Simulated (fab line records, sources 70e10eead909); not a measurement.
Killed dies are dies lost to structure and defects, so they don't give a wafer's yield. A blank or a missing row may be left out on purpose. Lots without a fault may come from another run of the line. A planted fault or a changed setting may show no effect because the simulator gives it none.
Chamber matching | flow nand_harc | NHARC_P_M0_CMP_23 on cmp-03: 4 sister chambers
The step polishes, t overpolish 20 s, target thk 117.54 nm. 16 wafers are shown with their chamber, then 8 later ones without.

WAFERS WITH THEIR CHAMBER
wafer  | chamber | motor_current_A (A) | time_to_endpoint_s (s)
L074.1 | 0       | 12.4                | 30.2
L074.2 | 1       | 13.0                | 34.1
L074.5 | 1       | 13.2                | 33.3
L074.3 | 3       | 11.5                | 28.0
L074.4 | 2       | 12.9                | 32.4
L074.6 | 2       | 12.9                | 30.5
L083.1 | 1       | 12.9                | 30.4
L083.4 | 0       | 12.2                | 29.3
L083.6 | 1       | 12.6                | 30.1
L084.1 | 1       | 13.3                | 29.9
L084.5 | 2       | 12.6                | 28.2
L084.6 | 3       | 10.7                | 29.5
L085.1 | 2       | 12.7                | 28.4
L085.3 | 0       | 12.4                | 27.3
L085.5 | 3       | 11.1                | 29.6
L092.4 | 0       | 13.2                | 26.9

SIGNATURES (means of the wafers above)
reading            | chamber 0 | chamber 1 | chamber 2 | chamber 3 | scatter within a chamber
motor_current_A    | 12.550    | 13.000    | 12.775    | 11.100    | 0.326
time_to_endpoint_s | 28.425    | 31.560    | 29.875    | 29.033    | 1.75
Rule: a wafer's distance from a chamber is the root of the sum, over the readings, of the square of ((its reading less the chamber's mean) divided by the reading's scatter). The wafer belongs to the nearest chamber; if the next one is less than 2 further off, it can't be placed. The scatter: the root of (the sum of the squares of (reading less its chamber's mean) over the shown wafers, divided by (wafers less chambers)).

WAFERS WITHOUT THEIR CHAMBER
wafer  | motor_current_A (A) | time_to_endpoint_s (s)
L092.5 | 12.6                | 25.8
L092.6 | 13.0                | 28.0
L094.1 | 13.7                | 29.7
L094.3 | 13.2                | 26.7
L094.4 | 12.2                | 25.6
L096.2 | 13.6                | 27.6
L096.5 | 13.3                | 27.7
L096.6 | 12.6                | 23.6

WHICH CHAMBER EACH WENT THROUGH
wafer  | from the rows above          | in truth
L092.5 | can't be placed: 0 or 2      | 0
L092.6 | can't be placed: 2 or 0 or 1 | 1
L094.1 | can't be placed: 1 or 2 or 0 | 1
L094.3 | can't be placed: 0 or 2 or 1 | 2
L094.4 | can't be placed: 0 or 2 or 3 | 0
L096.2 | can't be placed: 2 or 1 or 0 | 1
L096.5 | can't be placed: 2 or 0 or 1 | 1
L096.6 | can't be placed: 0 or 2 or 1 | 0
Placed correctly: 0 of 8. Can't be placed from these rows: 8 (the true chamber is among the candidates in 8). Placed wrongly: 0.
